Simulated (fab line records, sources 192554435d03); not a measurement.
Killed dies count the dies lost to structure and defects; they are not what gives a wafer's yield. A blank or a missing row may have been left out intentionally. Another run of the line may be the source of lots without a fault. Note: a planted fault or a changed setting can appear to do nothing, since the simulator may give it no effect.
fab line records || flow n5Finfet
record {"lots": 12, "wafers": 36, "lastDay": 18}
route steps=1938 shown BEOL_M15@1819 MIM_BOT@1833 MIM_TOP@1838
lots untouched by any fault: they come from a run of this same line in which no faults occurred
startH: the number of hours between the record's first day and the start of the first shown wafer of the lot || waitH: time in hours since the lot's previous step || " repeats the value in the row above || L1.1+2: a single row standing in for several wafers || - no value, or no start was given || * or withheld: withheld || < > ~ a bound
route shown NAME@n: a module of which the file shows steps, and the number in the route of the first || usual: mean and standard deviation over wafers with no fault || same: alike in all rows || chamber/n: place in a boat || sites: the reading at each site || _std_site: the values' standard deviation || _edge_site: mean of outer sites minus mean of inner sites || radiusMm: for every site, how far away it sits from the centre of the wafer || mask NAME#n: copy n || behind: the most recent tool/chamber to have shaped the wafer || hold: why the lot went on hold/how many hours it stayed there/how the hold came to an end || device: the transistor (n, p or np) that didn't switch || end of line: the same wafers' tests at the end of the route || a step without rows: its recipe alone || killed: not the wafer's yield, but the dies lost to structure and defects at the first sort || map: shows each die of a wafer: x if killed, . if not, _ if none is there
set.NAME: setting as actually run; set.NAME@STEP: the setting as run at that earlier step || model.NAME: the simulator's own value behind a step, which no gauge read
steps of the route over a sample of lots; a table a step, a row a wafer
services: when a tool's chamber went out of use (startH, in hours from the record's first day, below 0 if earlier), for how many hours, and the reason
## steps
# step N5_BEOL_M15_SPUTTER_43
# recipe {"material": "TaN", "targetThkA": 150, "tempC": 50, "biasV": 168.6, "powerW": 15000, "chamberPressurePa": 0.12, "timeS": 24.19}
# usual {"chamberPressurePa": "0.11999/0.00025", "throttleValvePct": "30.1/1"}
{"lot.wafer": "L536.3", "tool": "pvdSputter-01", "chamber": "-", "startH": 266.54, "waitH": 0.0, "chamberPressurePa": 0.11979, "throttleValvePct": 30.0}
{"lot.wafer": "L536.4", "tool": "pvdSputter-01", "chamber": "-", "startH": 266.54, "waitH": 0.0, "chamberPressurePa": 0.12008, "throttleValvePct": 29.9}
{"lot.wafer": "L536.6", "tool": "pvdSputter-01", "chamber": "-", "startH": 266.54, "waitH": 0.0, "chamberPressurePa": 0.12023, "throttleValvePct": 30.2}
{"lot.wafer": "L538.2", "tool": "pvdSputter-03", "chamber": "-", "startH": 285.44, "waitH": 0.0, "chamberPressurePa": 0.1194, "throttleValvePct": 28.5}
{"lot.wafer": "L538.4", "tool": "pvdSputter-03", "chamber": "-", "startH": 285.44, "waitH": 0.0, "chamberPressurePa": 0.12002, "throttleValvePct": 30.2}
{"lot.wafer": "L538.6", "tool": "pvdSputter-03", "chamber": "-", "startH": 285.44, "waitH": 0.0, "chamberPressurePa": 0.12042, "throttleValvePct": 30.1}
{"lot.wafer": "L539.1", "tool": "pvdSputter-02", "chamber": "-", "startH": 293.92, "waitH": 0.0, "chamberPressurePa": 0.11988, "throttleValvePct": 28.2}
{"lot.wafer": "L539.2", "tool": "pvdSputter-02", "chamber": "-", "startH": 293.92, "waitH": 0.0, "chamberPressurePa": 0.12041, "throttleValvePct": 29.9}
{"lot.wafer": "L539.4", "tool": "pvdSputter-02", "chamber": "-", "startH": 293.92, "waitH": 0.0, "chamberPressurePa": 0.12015, "throttleValvePct": 31.7}
{"lot.wafer": "L547.3", "tool": "pvdSputter-02", "chamber": "-", "startH": 353.26, "waitH": 0.0, "chamberPressurePa": 0.11984, "throttleValvePct": 29.9}
{"lot.wafer": "L547.4", "tool": "pvdSputter-02", "chamber": "-", "startH": 353.26, "waitH": 0.0, "chamberPressurePa": 0.12006, "throttleValvePct": 31.8}
{"lot.wafer": "L547.6", "tool": "pvdSputter-02", "chamber": "-", "startH": 353.26, "waitH": 0.0, "chamberPressurePa": 0.11969, "throttleValvePct": 29.8}
{"lot.wafer": "L546.1", "tool": "pvdSputter-03", "chamber": "-", "startH": 353.32, "waitH": 0.0, "chamberPressurePa": 0.12013, "throttleValvePct": 28.6}
{"lot.wafer": "L546.3", "tool": "pvdSputter-03", "chamber": "-", "startH": 353.32, "waitH": 0.0, "chamberPressurePa": 0.11993, "throttleValvePct": 30.1}
{"lot.wafer": "L546.5", "tool": "pvdSputter-03", "chamber": "-", "startH": 353.32, "waitH": 0.0, "chamberPressurePa": 0.11961, "throttleValvePct": 30.1}
{"lot.wafer": "L544.3", "tool": "pvdSputter-02", "chamber": "-", "startH": 356.42, "waitH": 0.0, "chamberPressurePa": 0.12008, "throttleValvePct": 28.4}
{"lot.wafer": "L544.5", "tool": "pvdSputter-02", "chamber": "-", "startH": 356.42, "waitH": 0.0, "chamberPressurePa": 0.11978, "throttleValvePct": 29.8}
{"lot.wafer": "L544.6", "tool": "pvdSputter-02", "chamber": "-", "startH": 356.42, "waitH": 0.0, "chamberPressurePa": 0.11987, "throttleValvePct": 32.0}
{"lot.wafer": "L549.4", "tool": "pvdSputter-03", "chamber": "-", "startH": 373.88, "waitH": 0.0, "chamberPressurePa": 0.11974, "throttleValvePct": 30.2}
{"lot.wafer": "L549.5", "tool": "pvdSputter-03", "chamber": "-", "startH": 373.88, "waitH": 0.0, "chamberPressurePa": 0.12007, "throttleValvePct": 28.9}
{"lot.wafer": "L549.6", "tool": "pvdSputter-03", "chamber": "-", "startH": 373.88, "waitH": 0.0, "chamberPressurePa": 0.12023, "throttleValvePct": 30.0}
{"lot.wafer": "L556.2", "tool": "pvdSputter-03", "chamber": "-", "startH": 401.46, "waitH": 0.0, "chamberPressurePa": 0.12044, "throttleValvePct": 31.3}
{"lot.wafer": "L556.4", "tool": "pvdSputter-03", "chamber": "-", "startH": 401.46, "waitH": 0.0, "chamberPressurePa": 0.11998, "throttleValvePct": 30.4}
{"lot.wafer": "L556.6", "tool": "pvdSputter-03", "chamber": "-", "startH": 401.46, "waitH": 0.0, "chamberPressurePa": 0.12015, "throttleValvePct": 30.2}
{"lot.wafer": "L553.2", "tool": "pvdSputter-02", "chamber": "-", "startH": 405.26, "waitH": 0.0, "chamberPressurePa": 0.11981, "throttleValvePct": 30.2}
{"lot.wafer": "L553.5", "tool": "pvdSputter-02", "chamber": "-", "startH": 405.26, "waitH": 0.0, "chamberPressurePa": 0.12005, "throttleValvePct": 28.4}
{"lot.wafer": "L553.6", "tool": "pvdSputter-02", "chamber": "-", "startH": 405.26, "waitH": 0.0, "chamberPressurePa": 0.11995, "throttleValvePct": 30.3}
{"lot.wafer": "L552.3", "tool": "pvdSputter-02", "chamber": "-", "startH": 408.30, "waitH": 0.0, "chamberPressurePa": 0.11999, "throttleValvePct": 28.4}
{"lot.wafer": "L552.5", "tool": "pvdSputter-02", "chamber": "-", "startH": 408.30, "waitH": 0.0, "chamberPressurePa": 0.12011, "throttleValvePct": 29.6}
{"lot.wafer": "L552.6", "tool": "pvdSputter-02", "chamber": "-", "startH": 408.30, "waitH": 0.0, "chamberPressurePa": 0.12015, "throttleValvePct": 28.4}
{"lot.wafer": "L555.1", "tool": "pvdSputter-02", "chamber": "-", "startH": 413.51, "waitH": 0.0, "chamberPressurePa": 0.12011, "throttleValvePct": 28.5}
{"lot.wafer": "L555.3", "tool": "pvdSputter-02", "chamber": "-", "startH": 413.51, "waitH": 0.0, "chamberPressurePa": 0.11987, "throttleValvePct": 30.2}
{"lot.wafer": "L555.4", "tool": "pvdSputter-02", "chamber": "-", "startH": 413.51, "waitH": 0.0, "chamberPressurePa": 0.12015, "throttleValvePct": 29.8}
{"lot.wafer": "L557.1", "tool": "pvdSputter-01", "chamber": "-", "startH": 416.45, "waitH": 0.0, "chamberPressurePa": 0.11997, "throttleValvePct": 29.9}
{"lot.wafer": "L557.5", "tool": "pvdSputter-01", "chamber": "-", "startH": 416.45, "waitH": 0.0, "chamberPressurePa": 0.12039, "throttleValvePct": 31.5}
{"lot.wafer": "L557.6", "tool": "pvdSputter-01", "chamber": "-", "startH": 416.45, "waitH": 0.0, "chamberPressurePa": 0.11989, "throttleValvePct": 29.6}
# step N5_BEOL_M15_ANNEAL_48
# recipe {"tempC": 225, "timeS": 90, "ambient": "N2"}
# usual {"wafer_temp_C_max": "225.84/0.24"}
{"lot.wafer": "L536.3", "tool": "rtpAnneal-01", "chamber": 0, "startH": 267.15, "waitH": 0.2, "wafer_temp_C_max": 225.91}
{"lot.wafer": "L536.4", "tool": "rtpAnneal-01", "chamber": 0, "startH": 267.15, "waitH": 0.2, "wafer_temp_C_max": 226.30}
{"lot.wafer": "L536.6", "tool": "rtpAnneal-01", "chamber": 0, "startH": 267.15, "waitH": 0.2, "wafer_temp_C_max": 225.98}
{"lot.wafer": "L538.2", "tool": "rtpAnneal-02", "chamber": 0, "startH": 286.01, "waitH": 0.2, "wafer_temp_C_max": 225.67}
{"lot.wafer": "L538.4", "tool": "rtpAnneal-02", "chamber": 0, "startH": 286.01, "waitH": 0.2, "wafer_temp_C_max": 225.81}
{"lot.wafer": "L538.6", "tool": "rtpAnneal-02", "chamber": 0, "startH": 286.01, "waitH": 0.2, "wafer_temp_C_max": 225.76}
{"lot.wafer": "L539.1", "tool": "rtpAnneal-02", "chamber": 0, "startH": 294.46, "waitH": 0.2, "wafer_temp_C_max": 226.05}
{"lot.wafer": "L539.2", "tool": "rtpAnneal-02", "chamber": 0, "startH": 294.46, "waitH": 0.2, "wafer_temp_C_max": 225.60}
{"lot.wafer": "L539.4", "tool": "rtpAnneal-02", "chamber": 0, "startH": 294.46, "waitH": 0.2, "wafer_temp_C_max": 226.72}
{"lot.wafer": "L546.1", "tool": "rtpAnneal-01", "chamber": 0, "startH": 353.99, "waitH": 0.3, "wafer_temp_C_max": 226.28}
{"lot.wafer": "L546.3", "tool": "rtpAnneal-01", "chamber": 0, "startH": 353.99, "waitH": 0.3, "wafer_temp_C_max": 225.72}
{"lot.wafer": "L546.5", "tool": "rtpAnneal-01", "chamber": 0, "startH": 353.99, "waitH": 0.3, "wafer_temp_C_max": 226.14}
{"lot.wafer": "L547.3", "tool": "rtpAnneal-02", "chamber": 0, "startH": 354.00, "waitH": 0.3, "wafer_temp_C_max": 225.64}
{"lot.wafer": "L547.4", "tool": "rtpAnneal-02", "chamber": 0, "startH": 354.00, "waitH": 0.3, "wafer_temp_C_max": 225.78}
{"lot.wafer": "L547.6", "tool": "rtpAnneal-02", "chamber": 0, "startH": 354.00, "waitH": 0.3, "wafer_temp_C_max": 225.88}
{"lot.wafer": "L544.3", "tool": "rtpAnneal-01", "chamber": 0, "startH": 357.03, "waitH": 0.2, "wafer_temp_C_max": 226.09}
{"lot.wafer": "L544.5", "tool": "rtpAnneal-01", "chamber": 0, "startH": 357.03, "waitH": 0.2, "wafer_temp_C_max": 225.75}
{"lot.wafer": "L544.6", "tool": "rtpAnneal-01", "chamber": 0, "startH": 357.03, "waitH": 0.2, "wafer_temp_C_max": 225.62}
{"lot.wafer": "L549.4", "tool": "rtpAnneal-02", "chamber": 0, "startH": 374.55, "waitH": 0.2, "wafer_temp_C_max": 225.58}
{"lot.wafer": "L549.5", "tool": "rtpAnneal-02", "chamber": 0, "startH": 374.55, "waitH": 0.2, "wafer_temp_C_max": 225.93}
{"lot.wafer": "L549.6", "tool": "rtpAnneal-02", "chamber": 0, "startH": 374.55, "waitH": 0.2, "wafer_temp_C_max": 225.95}
{"lot.wafer": "L556.2", "tool": "rtpAnneal-02", "chamber": 0, "startH": 402.03, "waitH": 0.2, "wafer_temp_C_max": 225.71}
{"lot.wafer": "L556.4", "tool": "rtpAnneal-02", "chamber": 0, "startH": 402.03, "waitH": 0.2, "wafer_temp_C_max": 225.92}
{"lot.wafer": "L556.6", "tool": "rtpAnneal-02", "chamber": 0, "startH": 402.03, "waitH": 0.2, "wafer_temp_C_max": 225.54}
{"lot.wafer": "L553.2", "tool": "rtpAnneal-02", "chamber": 0, "startH": 405.83, "waitH": 0.2, "wafer_temp_C_max": 225.93}
{"lot.wafer": "L553.5", "tool": "rtpAnneal-02", "chamber": 0, "startH": 405.83, "waitH": 0.2, "wafer_temp_C_max": 225.92}
{"lot.wafer": "L553.6", "tool": "rtpAnneal-02", "chamber": 0, "startH": 405.83, "waitH": 0.2, "wafer_temp_C_max": 225.44}
{"lot.wafer": "L552.3", "tool": "rtpAnneal-01", "chamber": 0, "startH": 409.49, "waitH": 0.8, "wafer_temp_C_max": 225.89}
{"lot.wafer": "L552.5", "tool": "rtpAnneal-01", "chamber": 0, "startH": 409.49, "waitH": 0.8, "wafer_temp_C_max": 225.72}
{"lot.wafer": "L552.6", "tool": "rtpAnneal-01", "chamber": 0, "startH": 409.49, "waitH": 0.8, "wafer_temp_C_max": 226.08}
{"lot.wafer": "L555.1", "tool": "rtpAnneal-02", "chamber": 0, "startH": 414.06, "waitH": 0.2, "wafer_temp_C_max": 225.68}
{"lot.wafer": "L555.3", "tool": "rtpAnneal-02", "chamber": 0, "startH": 414.06, "waitH": 0.2, "wafer_temp_C_max": 225.85}
{"lot.wafer": "L555.4", "tool": "rtpAnneal-02", "chamber": 0, "startH": 414.06, "waitH": 0.2, "wafer_temp_C_max": 225.71}
{"lot.wafer": "L557.1", "tool": "rtpAnneal-01", "chamber": 0, "startH": 417.16, "waitH": 0.4, "wafer_temp_C_max": 225.64}
{"lot.wafer": "L557.5", "tool": "rtpAnneal-01", "chamber": 0, "startH": 417.16, "waitH": 0.4, "wafer_temp_C_max": 225.73}
{"lot.wafer": "L557.6", "tool": "rtpAnneal-01", "chamber": 0, "startH": 417.16, "waitH": 0.4, "wafer_temp_C_max": 225.74}
# step N5_MIM_BOT_SPUTTER_00
# recipe {"material": "TiN", "targetThkA": 350, "tempC": 200, "powerW": 3000, "chamberPressurePa": 0.49996, "gas": "Ar", "reactivePartialPa": 0.37997, "timeS": 89.7}
# usual {"chamberPressurePa": "0.5000/0.00099", "throttleValvePct": "30.1/1.1"}
{"lot.wafer": "L536.3", "tool": "pvdSputter-03", "chamber": "-", "startH": 270.22, "waitH": 0.0, "chamberPressurePa": 0.4995, "throttleValvePct": 31.0}
{"lot.wafer": "L536.4", "tool": "pvdSputter-03", "chamber": "-", "startH": 270.22, "waitH": 0.0, "chamberPressurePa": 0.4996, "throttleValvePct": 29.9}
{"lot.wafer": "L536.6", "tool": "pvdSputter-03", "chamber": "-", "startH": 270.22, "waitH": 0.0, "chamberPressurePa": 0.4996, "throttleValvePct": 30.0}
{"lot.wafer": "L538.2", "tool": "pvdSputter-02", "chamber": "-", "startH": 287.80, "waitH": 0.0, "chamberPressurePa": 0.5013, "throttleValvePct": 30.1}
{"lot.wafer": "L538.4", "tool": "pvdSputter-02", "chamber": "-", "startH": 287.80, "waitH": 0.0, "chamberPressurePa": 0.4980, "throttleValvePct": 31.8}
{"lot.wafer": "L538.6", "tool": "pvdSputter-02", "chamber": "-", "startH": 287.80, "waitH": 0.0, "chamberPressurePa": 0.4997, "throttleValvePct": 28.2}
{"lot.wafer": "L539.1", "tool": "pvdSputter-02", "chamber": "-", "startH": 298.33, "waitH": 0.0, "chamberPressurePa": 0.5004, "throttleValvePct": 29.6}
{"lot.wafer": "L539.2", "tool": "pvdSputter-02", "chamber": "-", "startH": 298.33, "waitH": 0.0, "chamberPressurePa": 0.5014, "throttleValvePct": 32.1}
{"lot.wafer": "L539.4", "tool": "pvdSputter-02", "chamber": "-", "startH": 298.33, "waitH": 0.0, "chamberPressurePa": 0.5001, "throttleValvePct": 28.3}
{"lot.wafer": "L547.3", "tool": "pvdSputter-03", "chamber": "-", "startH": 356.36, "waitH": 0.0, "chamberPressurePa": 0.5013, "throttleValvePct": 28.7}
{"lot.wafer": "L547.4", "tool": "pvdSputter-03", "chamber": "-", "startH": 356.36, "waitH": 0.0, "chamberPressurePa": 0.5007, "throttleValvePct": 30.3}
{"lot.wafer": "L547.6", "tool": "pvdSputter-03", "chamber": "-", "startH": 356.36, "waitH": 0.0, "chamberPressurePa": 0.4996, "throttleValvePct": 28.9}
{"lot.wafer": "L546.1", "tool": "pvdSputter-02", "chamber": "-", "startH": 356.78, "waitH": 0.0, "chamberPressurePa": 0.5395, "throttleValvePct": 27.0}
{"lot.wafer": "L546.3", "tool": "pvdSputter-02", "chamber": "-", "startH": 356.78, "waitH": 0.0, "chamberPressurePa": 0.5403, "throttleValvePct": 28.7}
{"lot.wafer": "L546.5", "tool": "pvdSputter-02", "chamber": "-", "startH": 356.78, "waitH": 0.0, "chamberPressurePa": 0.5391, "throttleValvePct": 29.0}
{"lot.wafer": "L544.3", "tool": "pvdSputter-02", "chamber": "-", "startH": 359.92, "waitH": 0.0, "chamberPressurePa": 0.5387, "throttleValvePct": 30.6}
{"lot.wafer": "L544.5", "tool": "pvdSputter-02", "chamber": "-", "startH": 359.92, "waitH": 0.0, "chamberPressurePa": 0.5396, "throttleValvePct": 27.3}
{"lot.wafer": "L544.6", "tool": "pvdSputter-02", "chamber": "-", "startH": 359.92, "waitH": 0.0, "chamberPressurePa": 0.5418, "throttleValvePct": 28.7}
{"lot.wafer": "L549.4", "tool": "pvdSputter-01", "chamber": "-", "startH": 376.50, "waitH": 0.0, "chamberPressurePa": 0.4997, "throttleValvePct": 29.6}
{"lot.wafer": "L549.5", "tool": "pvdSputter-01", "chamber": "-", "startH": 376.50, "waitH": 0.0, "chamberPressurePa": 0.5010, "throttleValvePct": 31.8}
{"lot.wafer": "L549.6", "tool": "pvdSputter-01", "chamber": "-", "startH": 376.50, "waitH": 0.0, "chamberPressurePa": 0.5018, "throttleValvePct": 29.6}
{"lot.wafer": "L556.2", "tool": "pvdSputter-03", "chamber": "-", "startH": 406.97, "waitH": 0.0, "chamberPressurePa": 0.4995, "throttleValvePct": 30.0}
{"lot.wafer": "L556.4", "tool": "pvdSputter-03", "chamber": "-", "startH": 406.97, "waitH": 0.0, "chamberPressurePa": 0.4990, "throttleValvePct": 28.8}
{"lot.wafer": "L556.6", "tool": "pvdSputter-03", "chamber": "-", "startH": 406.97, "waitH": 0.0, "chamberPressurePa": 0.4996, "throttleValvePct": 29.9}
{"lot.wafer": "L553.2", "tool": "pvdSputter-01", "chamber": "-", "startH": 408.19, "waitH": 0.0, "chamberPressurePa": 0.5005, "throttleValvePct": 32.0}
{"lot.wafer": "L553.5", "tool": "pvdSputter-01", "chamber": "-", "startH": 408.19, "waitH": 0.0, "chamberPressurePa": 0.5013, "throttleValvePct": 29.4}
{"lot.wafer": "L553.6", "tool": "pvdSputter-01", "chamber": "-", "startH": 408.19, "waitH": 0.0, "chamberPressurePa": 0.4989, "throttleValvePct": 30.3}
{"lot.wafer": "L552.3", "tool": "pvdSputter-01", "chamber": "-", "startH": 413.23, "waitH": 0.0, "chamberPressurePa": 0.5019, "throttleValvePct": 30.0}
{"lot.wafer": "L552.5", "tool": "pvdSputter-01", "chamber": "-", "startH": 413.23, "waitH": 0.0, "chamberPressurePa": 0.5008, "throttleValvePct": 30.0}
{"lot.wafer": "L552.6", "tool": "pvdSputter-01", "chamber": "-", "startH": 413.23, "waitH": 0.0, "chamberPressurePa": 0.4994, "throttleValvePct": 30.0}
{"lot.wafer": "L555.1", "tool": "pvdSputter-03", "chamber": "-", "startH": 416.42, "waitH": 0.0, "chamberPressurePa": 0.5001, "throttleValvePct": 28.7}
{"lot.wafer": "L555.3", "tool": "pvdSputter-03", "chamber": "-", "startH": 416.42, "waitH": 0.0, "chamberPressurePa": 0.5000, "throttleValvePct": 31.2}
{"lot.wafer": "L555.4", "tool": "pvdSputter-03", "chamber": "-", "startH": 416.42, "waitH": 0.0, "chamberPressurePa": 0.5007, "throttleValvePct": 30.0}
{"lot.wafer": "L557.1", "tool": "pvdSputter-03", "chamber": "-", "startH": 420.37, "waitH": 0.0, "chamberPressurePa": 0.4984, "throttleValvePct": 31.7}
{"lot.wafer": "L557.5", "tool": "pvdSputter-03", "chamber": "-", "startH": 420.37, "waitH": 0.0, "chamberPressurePa": 0.4983, "throttleValvePct": 31.3}
{"lot.wafer": "L557.6", "tool": "pvdSputter-03", "chamber": "-", "startH": 420.37, "waitH": 0.0, "chamberPressurePa": 0.5004, "throttleValvePct": 28.6}
# step N5_MIM_TOP_SPUTTER_03
# recipe {"material": "TiN", "targetThkA": 350, "tempC": 200, "powerW": 3000, "chamberPressurePa": 0.49996, "gas": "Ar", "reactivePartialPa": 0.37997, "timeS": 89.7}
# usual {"chamberPressurePa": "0.4999/0.00098", "throttleValvePct": "30.2/0.95"}
{"lot.wafer": "L536.3", "tool": "pvdSputter-01", "chamber": "-", "startH": 271.10, "waitH": 0.0, "chamberPressurePa": 0.4995, "throttleValvePct": 29.9}
{"lot.wafer": "L536.4", "tool": "pvdSputter-01", "chamber": "-", "startH": 271.10, "waitH": 0.0, "chamberPressurePa": 0.4992, "throttleValvePct": 32.1}
{"lot.wafer": "L536.6", "tool": "pvdSputter-01", "chamber": "-", "startH": 271.10, "waitH": 0.0, "chamberPressurePa": 0.5012, "throttleValvePct": 31.7}
{"lot.wafer": "L538.2", "tool": "pvdSputter-01", "chamber": "-", "startH": 288.39, "waitH": 0.0, "chamberPressurePa": 0.4993, "throttleValvePct": 30.3}
{"lot.wafer": "L538.4", "tool": "pvdSputter-01", "chamber": "-", "startH": 288.39, "waitH": 0.0, "chamberPressurePa": 0.5002, "throttleValvePct": 29.9}
{"lot.wafer": "L538.6", "tool": "pvdSputter-01", "chamber": "-", "startH": 288.39, "waitH": 0.0, "chamberPressurePa": 0.5003, "throttleValvePct": 29.8}
{"lot.wafer": "L539.1", "tool": "pvdSputter-02", "chamber": "-", "startH": 299.33, "waitH": 0.0, "chamberPressurePa": 0.5011, "throttleValvePct": 29.6}
{"lot.wafer": "L539.2", "tool": "pvdSputter-02", "chamber": "-", "startH": 299.33, "waitH": 0.0, "chamberPressurePa": 0.4978, "throttleValvePct": 28.5}
{"lot.wafer": "L539.4", "tool": "pvdSputter-02", "chamber": "-", "startH": 299.33, "waitH": 0.0, "chamberPressurePa": 0.4994, "throttleValvePct": 30.0}
{"lot.wafer": "L547.3", "tool": "pvdSputter-02", "chamber": "-", "startH": 357.42, "waitH": 0.0, "chamberPressurePa": 0.5004, "throttleValvePct": 31.6}
{"lot.wafer": "L547.4", "tool": "pvdSputter-02", "chamber": "-", "startH": 357.42, "waitH": 0.0, "chamberPressurePa": 0.5015, "throttleValvePct": 29.9}
{"lot.wafer": "L547.6", "tool": "pvdSputter-02", "chamber": "-", "startH": 357.42, "waitH": 0.0, "chamberPressurePa": 0.5007, "throttleValvePct": 30.0}
{"lot.wafer": "L546.1", "tool": "pvdSputter-03", "chamber": "-", "startH": 359.42, "waitH": 0.0, "chamberPressurePa": 0.5003, "throttleValvePct": 30.1}
{"lot.wafer": "L546.3", "tool": "pvdSputter-03", "chamber": "-", "startH": 359.42, "waitH": 0.0, "chamberPressurePa": 0.4992, "throttleValvePct": 28.7}
{"lot.wafer": "L546.5", "tool": "pvdSputter-03", "chamber": "-", "startH": 359.42, "waitH": 0.0, "chamberPressurePa": 0.5009, "throttleValvePct": 31.3}
{"lot.wafer": "L544.3", "tool": "pvdSputter-03", "chamber": "-", "startH": 360.70, "waitH": 0.0, "chamberPressurePa": 0.5000, "throttleValvePct": 31.1}
{"lot.wafer": "L544.5", "tool": "pvdSputter-03", "chamber": "-", "startH": 360.70, "waitH": 0.0, "chamberPressurePa": 0.5001, "throttleValvePct": 30.2}
{"lot.wafer": "L544.6", "tool": "pvdSputter-03", "chamber": "-", "startH": 360.70, "waitH": 0.0, "chamberPressurePa": 0.5009, "throttleValvePct": 31.1}
{"lot.wafer": "L549.4", "tool": "pvdSputter-03", "chamber": "-", "startH": 378.56, "waitH": 0.0, "chamberPressurePa": 0.5010, "throttleValvePct": 28.9}
{"lot.wafer": "L549.5", "tool": "pvdSputter-03", "chamber": "-", "startH": 378.56, "waitH": 0.0, "chamberPressurePa": 0.4996, "throttleValvePct": 30.2}
{"lot.wafer": "L549.6", "tool": "pvdSputter-03", "chamber": "-", "startH": 378.56, "waitH": 0.0, "chamberPressurePa": 0.4989, "throttleValvePct": 30.0}
{"lot.wafer": "L556.2", "tool": "pvdSputter-03", "chamber": "-", "startH": 408.03, "waitH": 0.0, "chamberPressurePa": 0.5008, "throttleValvePct": 30.0}
{"lot.wafer": "L556.4", "tool": "pvdSputter-03", "chamber": "-", "startH": 408.03, "waitH": 0.0, "chamberPressurePa": 0.4991, "throttleValvePct": 28.7}
{"lot.wafer": "L556.6", "tool": "pvdSputter-03", "chamber": "-", "startH": 408.03, "waitH": 0.0, "chamberPressurePa": 0.4995, "throttleValvePct": 30.3}
{"lot.wafer": "L553.2", "tool": "pvdSputter-03", "chamber": "-", "startH": 413.01, "waitH": 0.0, "chamberPressurePa": 0.5009, "throttleValvePct": 31.3}
{"lot.wafer": "L553.5", "tool": "pvdSputter-03", "chamber": "-", "startH": 413.01, "waitH": 0.0, "chamberPressurePa": 0.5019, "throttleValvePct": 28.6}
{"lot.wafer": "L553.6", "tool": "pvdSputter-03", "chamber": "-", "startH": 413.01, "waitH": 0.0, "chamberPressurePa": 0.5020, "throttleValvePct": 31.3}
{"lot.wafer": "L552.3", "tool": "pvdSputter-03", "chamber": "-", "startH": 413.88, "waitH": 0.0, "chamberPressurePa": 0.4998, "throttleValvePct": 28.9}
{"lot.wafer": "L552.5", "tool": "pvdSputter-03", "chamber": "-", "startH": 413.88, "waitH": 0.0, "chamberPressurePa": 0.4984, "throttleValvePct": 28.7}
{"lot.wafer": "L552.6", "tool": "pvdSputter-03", "chamber": "-", "startH": 413.88, "waitH": 0.0, "chamberPressurePa": 0.5005, "throttleValvePct": 31.3}
{"lot.wafer": "L555.1", "tool": "pvdSputter-01", "chamber": "-", "startH": 417.15, "waitH": 0.0, "chamberPressurePa": 0.5005, "throttleValvePct": 30.1}
{"lot.wafer": "L555.3", "tool": "pvdSputter-01", "chamber": "-", "startH": 417.15, "waitH": 0.0, "chamberPressurePa": 0.4995, "throttleValvePct": 31.8}
{"lot.wafer": "L555.4", "tool": "pvdSputter-01", "chamber": "-", "startH": 417.15, "waitH": 0.0, "chamberPressurePa": 0.4996, "throttleValvePct": 29.9}
{"lot.wafer": "L557.1", "tool": "pvdSputter-02", "chamber": "-", "startH": 421.26, "waitH": 0.0, "chamberPressurePa": 0.5009, "throttleValvePct": 32.0}
{"lot.wafer": "L557.5", "tool": "pvdSputter-02", "chamber": "-", "startH": 421.26, "waitH": 0.0, "chamberPressurePa": 0.4998, "throttleValvePct": 31.8}
{"lot.wafer": "L557.6", "tool": "pvdSputter-02", "chamber": "-", "startH": 421.26, "waitH": 0.0, "chamberPressurePa": 0.4985, "throttleValvePct": 30.2}
## services
{"tool": "rtpAnneal-01", "chamber": "-", "startH": 323.25, "hours": 10.9, "kind": "pm"}
{"tool": "pvdSputter-03", "chamber": "-", "startH": 393.82, "hours": 0.9, "kind": "repair"}
## key
firstSign {"step": "N5_MIM_BOT_SPUTTER_00", "reading": "chamberPressurePa", "direction": "up", "sigmas": 40, "usual": 0.5000, "struck": 0.5398}
effect {"step": "N5_MIM_BOT_SPUTTER_00", "reading": "throttleValvePct", "direction": "down", "sigmas": 1.5, "usual": "*", "struck": "*"}
metAt N5_MIM_BOT_SPUTTER_00
struckLots L544,L546
notActingAt N5_BEOL_M15_SPUTTER_43,N5_BEOL_M15_ANNEAL_48,N5_MIM_TOP_SPUTTER_03
onsetBetween 298.33 356.78
fault {"kind": "processParameterDrift", "tool": "pvdSputter-02", "chamber": "-", "onsetH": 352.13, "steps": "N5_MIM_BOT_SPUTTER_00", "channel": "chamberPressurePa", "offset": 0.039535, "shape": "step", "endH": 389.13, "actsIn": "theseRecipesOnly", "stated": 0.49996}
